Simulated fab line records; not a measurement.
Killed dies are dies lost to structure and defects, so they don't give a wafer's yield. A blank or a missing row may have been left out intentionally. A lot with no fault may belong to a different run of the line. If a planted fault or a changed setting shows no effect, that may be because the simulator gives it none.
Lot-split experiment :: flow n5 finfet :: 7 lots, 21 wafers read, on a route of 1938 steps

## SPLIT DETAILS
At N5_BEOL_M12_TRENCH_ETCH_34 (etches SiOC in C4F8/O2/Ar, target depth 318.95 nm, time 125.5 s), the setting time s was moved away from the recipe's 125.5 s on 9 of the 21 wafers read, by -18.5% to +14.6%. This setting was run at the recipe's value on the other wafers.

## FROM THE SPLIT TO THE READING: what the file shows between them, 11 steps
- N5_BEOL_M12_STRIP_70: strips in C4F8/O2/Ar
- N5_BEOL_M12_OCD_MEAS_35
- N5_BEOL_M12_SPUTTER_43: material TaN, target thk 15 nm, time 24.19 s (also split here: time s)
- N5_BEOL_M12_SPUTTER_44: material Ta, target thk 10 nm, time 16.13 s
- N5_BEOL_M12_SPUTTER_45: material Cu, target thk 80 nm, time 13.33 s
- N5_BEOL_M12_ECD_47: material Cu, target thk 720 nm
- N5_BEOL_M12_ANNEAL_48: time 90 s
- N5_BEOL_M12_CMP_49: polishes, stops on SiOC, t overpolish 20.6 s, target thk 320 nm
- N5_BEOL_M12_THK_MEAS_50: measures by xrf
- N5_BEOL_M12_PRE_CLEAN_52: time 15 s
- N5_BEOL_M12_DEP_53: deposits SiCN from 3MS/NH3, target thk 30 nm, time 10.5 s

## THE READING
M12_RS in ohm/sq, measured at N5_BEOL_M12_RS_MEAS_54 by four-point-probe. Fault-free wafers of this fab line usually give 0.0604 ohm/sq, standard deviation 0.0011 ohm/sq.

wafer: L074.2
tool, chamber at the split: rie diel-04, 2
time s as run, s: 125.5
against the recipe: recipe
M12_RS, ohm/sq: 0.0603
against lot-mates on the recipe: -

wafer: L074.4
tool, chamber at the split: rie diel-04, 3
time s as run, s: 125.5
against the recipe: recipe
M12_RS, ohm/sq: 0.0606
against lot-mates on the recipe: -

wafer: L074.6
tool, chamber at the split: rie diel-04, 1
time s as run, s: 125.5
against the recipe: recipe
M12_RS, ohm/sq: 0.0609
against lot-mates on the recipe: -

wafer: L075.1
tool, chamber at the split: rie diel-04, 2
time s as run, s: 102.3
against the recipe: -18.5%
M12_RS, ohm/sq: 0.0751
against lot-mates on the recipe: +0.0132

wafer: L075.3
tool, chamber at the split: rie diel-04, 1
time s as run, s: 125.5
against the recipe: recipe
M12_RS, ohm/sq: 0.0619
against lot-mates on the recipe: -

wafer: L075.6
tool, chamber at the split: rie diel-04, 1
time s as run, s: 102.3
against the recipe: -18.5%
M12_RS, ohm/sq: 0.0759
against lot-mates on the recipe: +0.0140

wafer: L077.3
tool, chamber at the split: rie diel-01, 0
time s as run, s: 111.3
against the recipe: -11.3%
M12_RS, ohm/sq: 0.0683
against lot-mates on the recipe: +0.0084

wafer: L077.4
tool, chamber at the split: rie diel-01, 2
time s as run, s: 111.3
against the recipe: -11.3%
M12_RS, ohm/sq: 0.0670
against lot-mates on the recipe: +0.0071

wafer: L077.6
tool, chamber at the split: rie diel-01, 1
time s as run, s: 125.5
against the recipe: recipe
M12_RS, ohm/sq: 0.0599
against lot-mates on the recipe: -

wafer: L082.1
tool, chamber at the split: rie diel-02, 0
time s as run, s: 143.8
against the recipe: +14.6%
M12_RS, ohm/sq: 0.0530
against lot-mates on the recipe: -0.0057

wafer: L082.2
tool, chamber at the split: rie diel-02, 2
time s as run, s: 125.5
against the recipe: recipe
M12_RS, ohm/sq: 0.0584
against lot-mates on the recipe: -

wafer: L082.3
tool, chamber at the split: rie diel-02, 3
time s as run, s: 125.5
against the recipe: recipe
M12_RS, ohm/sq: 0.0591
against lot-mates on the recipe: -

wafer: L086.2
tool, chamber at the split: rie diel-01, 1
time s as run, s: 125.5
against the recipe: recipe
M12_RS, ohm/sq: 0.0588
against lot-mates on the recipe: -

wafer: L086.5
tool, chamber at the split: rie diel-01, 3
time s as run, s: 125.5
against the recipe: recipe
M12_RS, ohm/sq: 0.0597
against lot-mates on the recipe: -

wafer: L086.6
tool, chamber at the split: rie diel-01, 2
time s as run, s: 125.5
against the recipe: recipe
M12_RS, ohm/sq: 0.0592
against lot-mates on the recipe: -

wafer: L090.1
tool, chamber at the split: rie diel-01, 2
time s as run, s: 134.6
against the recipe: +7.3%
M12_RS, ohm/sq: 0.0542
against lot-mates on the recipe: -0.0042

wafer: L090.3
tool, chamber at the split: rie diel-01, 0
time s as run, s: 134.6
against the recipe: +7.3%
M12_RS, ohm/sq: 0.0558
against lot-mates on the recipe: -0.0026

wafer: L090.5
tool, chamber at the split: rie diel-01, 2
time s as run, s: 125.5
against the recipe: recipe
M12_RS, ohm/sq: 0.0584
against lot-mates on the recipe: -

wafer: L092.1
tool, chamber at the split: rie diel-04, 0
time s as run, s: 105.3
against the recipe: -16.1%
M12_RS, ohm/sq: 0.0725
against lot-mates on the recipe: +0.0124

wafer: L092.4
tool, chamber at the split: rie diel-04, 1
time s as run, s: 125.5
against the recipe: recipe
M12_RS, ohm/sq: 0.0601
against lot-mates on the recipe: -

wafer: L092.5
tool, chamber at the split: rie diel-04, 2
time s as run, s: 105.3
against the recipe: -16.1%
M12_RS, ohm/sq: 0.0732
against lot-mates on the recipe: +0.0131

FIT RESULTS
A straight line over all 21 wafers: M12_RS changes by -0.000742 ohm/sq for each +1% of time s; r = -0.98; the points scatter about the line by 0.0014 ohm/sq.
The same after taking each lot's own level away (the mean of its wafers on the recipe; 21 wafers): -0.000665 ohm/sq for each +1%; r = -0.98; scatter 0.0012 ohm/sq.
The reading moves by 0.012 ohm/sq for the largest change in time s, on that fit.
Measured against the standard deviation above, the lots' own levels, which go from 0.05840 to 0.06190 ohm/sq, span 3.2 times it.
So the slope is not independent of the lot-to-lot level: the two fits are not the same.
Check: +0.0129 ohm/sq against its lot-mates is what the line predicts for one of the wafers moved furthest among these (-18.5%) when that wafer is left out of the fit. It came out at +0.0132 ohm/sq against them.

## THE OTHER SPLITS THESE WAFERS WENT THROUGH
Before the reading, these wafers also passed through other splits. Each is held against what the fit with the lots' levels taken away leaves over:
other split on the same wafers: N5_BEOL_M10_ETCH_61 cf4 flow sccm
wafers away from the commonest value: 6
r with M12_RS (lot level and that fit taken away): +0.06

other split on the same wafers: N5_BEOL_M11_VIA_ETCH_34 time s
wafers away from the commonest value: 6
r with M12_RS (lot level and that fit taken away): -0.20

other split on the same wafers: N5_BEOL_M11_CURE_72 time s
wafers away from the commonest value: 5
r with M12_RS (lot level and that fit taken away): -0.11

other split on the same wafers: N5_BEOL_M12_SPUTTER_43 time s
wafers away from the commonest value: 7
r with M12_RS (lot level and that fit taken away): +0.25

## THE WHOLE CHAIN: every reading that the file lists as answering this split, in the file's order
step: N5_BEOL_M12_TRENCH_ETCH_34
what it does: etches SiOC in C4F8/O2/Ar, target depth 318.95 nm, time 125.5 s
reading: etch.depth nm (the simulator's own value, which no gauge read)
change (the file's fit): +3.01 nm for each +1% of the setting
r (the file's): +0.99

step: N5_BEOL_M12_OCD_MEAS_35
what it does: 
reading: trench depth nm
change (the file's fit): +3.03 nm for each +1% of the setting
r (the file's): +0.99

step: N5_BEOL_M12_CMP_49
what it does: polishes, stops on SiOC, t overpolish 20.6 s, target thk 320 nm
reading: Cu_of_BEOL_M12_ECD_47.thk nm (the simulator's own value, which no gauge read)
change (the file's fit): +2.91 nm for each +1% of the setting
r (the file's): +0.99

step: N5_BEOL_M12_THK_MEAS_50
what it does: measures by xrf
reading: M12_THK
change (the file's fit): +2.86 for each +1% of the setting
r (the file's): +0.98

step: N5_BEOL_M12_RS_MEAS_54
what it does: measures by four-point-probe
reading: M12_RS
change (the file's fit): -0.000657 for each +1% of the setting
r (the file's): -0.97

## THE FILE'S OWN FIT
M12_RS changes by -0.000657 ohm/sq for each +1% of time s, r = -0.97.
